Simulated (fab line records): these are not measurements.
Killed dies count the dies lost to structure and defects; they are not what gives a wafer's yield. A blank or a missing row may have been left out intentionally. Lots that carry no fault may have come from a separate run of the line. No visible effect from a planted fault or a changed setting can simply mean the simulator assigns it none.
Matching of chambers ; flow n5-finfet ; rie-diel-04 running N5_BEOL_M2_DESCUM_33: 4 sister chambers
The step chemistry O2, time 7 s. 16 wafers are shown with their chamber, then 8 later ones without.

EACH WAFER AND ITS CHAMBER
wafer;chamber;drypump-motor-current-A (A);showerhead-plenum-p-Torr (Torr);throttle-valve-pct (%)
L077.1;0;4.8;2.11;20.13
L077.5;0;4.7;2.11;20.12
L077.6;3;5.8;2.00;20.55
L080.3;1;5.9;2.16;20.12
L080.4;2;5.8;2.12;20.56
L080.5;3;5.8;2.00;20.58
L087.1;0;4.8;2.10;20.17
L087.2;1;5.9;2.15;20.16
L087.3;3;5.8;1.99;20.61
L086.3;0;4.8;2.10;20.19
L086.4;1;5.9;2.15;20.15
L086.6;1;5.9;2.15;20.15
L089.1;2;5.8;2.12;20.59
L089.2;1;5.9;2.15;20.18
L089.3;3;5.8;1.99;20.61
L093.1;3;5.8;1.99;20.62

SIGNATURES, as means of the wafers listed above
reading;chamber 0;chamber 1;chamber 2;chamber 3;scatter within a chamber
drypump-motor-current-A;4.775;5.900;5.800;5.800;0.025
showerhead-plenum-p-Torr;2.1050;2.1520;2.1200;1.9940;0.005
throttle-valve-pct;20.1525;20.1520;20.5750;20.5940;0.0273
Rule: for a wafer and a chamber, the distance is found by dividing, reading by reading, the gap between the wafer's reading and the chamber's mean by the reading's scatter, squaring, summing and taking the root. If the next closest chamber is less than 2 further off than the closest, the wafer can't be placed; otherwise it belongs to the closest. The scatter: take each reading less its chamber's mean, square it, sum over the shown wafers, divide by the number of wafers less the number of chambers, and take the root.

WAFERS WITHOUT THEIR CHAMBER
wafer;drypump-motor-current-A (A);showerhead-plenum-p-Torr (Torr);throttle-valve-pct (%)
L093.5;5.8;2.11;20.60
L093.6;5.7;1.99;20.63
L095.2;5.9;2.15;20.19
L095.3;5.8;1.99;20.61
L095.4;4.7;2.09;20.18
L092.4;5.9;2.15;20.19
L092.5;4.8;2.09;20.21
L092.6;5.8;2.11;20.61

CHAMBER TAKEN BY EACH
wafer;from the rows above;in truth
L093.5;2;2
L093.6;3;3
L095.2;1;1
L095.3;3;3
L095.4;0;0
L092.4;1;1
L092.5;0;0
L092.6;2;2
8 of 8 placed correctly. From these rows, 0 cannot be placed. Number placed wrongly: 0.
